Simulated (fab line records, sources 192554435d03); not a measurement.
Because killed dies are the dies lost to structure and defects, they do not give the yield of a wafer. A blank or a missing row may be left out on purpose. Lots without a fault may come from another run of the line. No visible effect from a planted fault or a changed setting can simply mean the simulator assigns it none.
Struck lot and sound lot, side by side    flow n5-finfet    15 steps out of a route of 1938
Sound: these wafers, L784.1, L784.2, L784.6. Struck: wafers L775.1, L775.3, L775.4. At the end, the cause is stated.
Order at every step that has rows: each side's tool, ch and its chambers, its first start. Under that, the readings that differ: sound wafers    struck wafers    difference of the means    sigmas: that difference in standard deviations of wafers without a fault.
alike: a reading whose means differ by less than 2 such deviations, as well as words and numbers matching on both sides. not compared: withheld readings; readings where some wafer has no value; bounds like >300 that might hide an equal value; numbers whose values overlap and for which the record gives no deviation.
Wherever a step has rows on one side only, a row that says differs or no value, or a row with sigmas, the two part there. When numbers do not overlap yet have no deviation, they are printed without sigmas and do not part them. A reading missing from all wafers of one side parts the sides only when that side holds two or more wafers.

first, 8 steps without rows for these wafers: N5_BEOL_M6_COAT_59 (time 60 s, resist thk 100 nm); N5_BEOL_M6_COAT_60 (time 60 s, resist thk 35 nm); N5_BEOL_M6_COAT_05 (resist thk 90 nm); N5_BEOL_M6_EBR_07; N5_BEOL_M6_SOFTBAKE_06 (time 60 s); N5_BEOL_M6_EXPOSE_08 (exposes mask M6); N5_BEOL_M6_PEB_09 (peb time 60 s); N5_BEOL_M6_DEVELOP_10 (develop time 30 s).
N5_BEOL_M6_CD_MEAS_11: target cd 38.5 nm.
  sound on cd-sem-01 ch 0, day 17 03:49; struck on cd-sem-02 ch 0, day 16 12:16
  alike: cd-nm
N5_BEOL_M6_OVL_MEAS_12:
  sound on overlay-02 ch 0, day 17 03:50; struck on overlay-01 ch 0, day 16 12:18
  alike: M6_OVL
N5_BEOL_M6_INSPECT_13: inspects for defects (brightfield).
  sound on defect-inspect-01 at day 17 03:52; struck on defect-inspect-02 at day 16 12:19
  alike: raw-defect-count
N5_BEOL_M6_DESCUM_16: chemistry O2, time 7.9 s.
  sound on rie-diel-02 ch 2,3, day 17 03:56; struck on rie-diel-04 ch 0,2,3, day 16 12:26
reading                 sound              struck             difference  sigmas
throttle-valve-pct (%)  20.72 20.58 20.73  20.37 20.31 20.12  -0.41       -2
  alike: drypump-motor-current-A, oes-product-au, rf-vpp-V, showerhead-plenum-p-Torr
  not compared: rf-hours-counter-h
N5_BEOL_M6_ETCH_61: etches SiARC in CF4, target depth 45.5 nm, time 75.8 s.
  sound on rie-diel-02 ch 2,3, day 17 03:58; struck on rie-diel-04 ch 0,2,3, day 16 12:29
reading                 sound              struck             difference  sigmas
bias-w (W)              36.00 36.04 36.19  39.69 39.62 39.52  +3.53       +32
etch-rf-on-time-s (s)   78.8 76.2 78.3     72.6 71.1 71.6     -6.0        -4
oes-product-au (a.u.)   0.60 0.64 0.60     0.78 0.75 0.81     +0.17       +2
rf-vpp-V (V)            183.1 184.7 183.7  196.4 198.3 194.9  +12.7       +11
throttle-valve-pct (%)  15.89 15.78 15.90  15.44 15.51 15.36  -0.42       -2
  alike: drypump-motor-current-A, showerhead-plenum-p-Torr
  not compared: rf-hours-counter-h
N5_BEOL_M6_ETCH_62: etches SOC in N2/H2, target depth 110 nm, overetch 22 nm, time 165 s.
  sound on rie-diel-02 ch 2,3, day 17 04:02; struck on rie-diel-04 ch 0,2,3, day 16 12:32
reading                 sound              struck             difference  sigmas
throttle-valve-pct (%)  18.11 18.13 18.13  17.80 17.79 17.46  -0.44       -2
  alike: bias-w, drypump-motor-current-A, h2-flow-sccm, oes-product-au, rf-vpp-V, showerhead-plenum-p-Torr
  not compared: rf-hours-counter-h
after that, 1 step had no rows for these wafers: N5_PASSIVATION_PROBE_49.

WHERE THEY PART
First at N5_BEOL_M6_DESCUM_16; last, within this record, at N5_BEOL_M6_ETCH_62.

WHY: whatever the simulator had introduced
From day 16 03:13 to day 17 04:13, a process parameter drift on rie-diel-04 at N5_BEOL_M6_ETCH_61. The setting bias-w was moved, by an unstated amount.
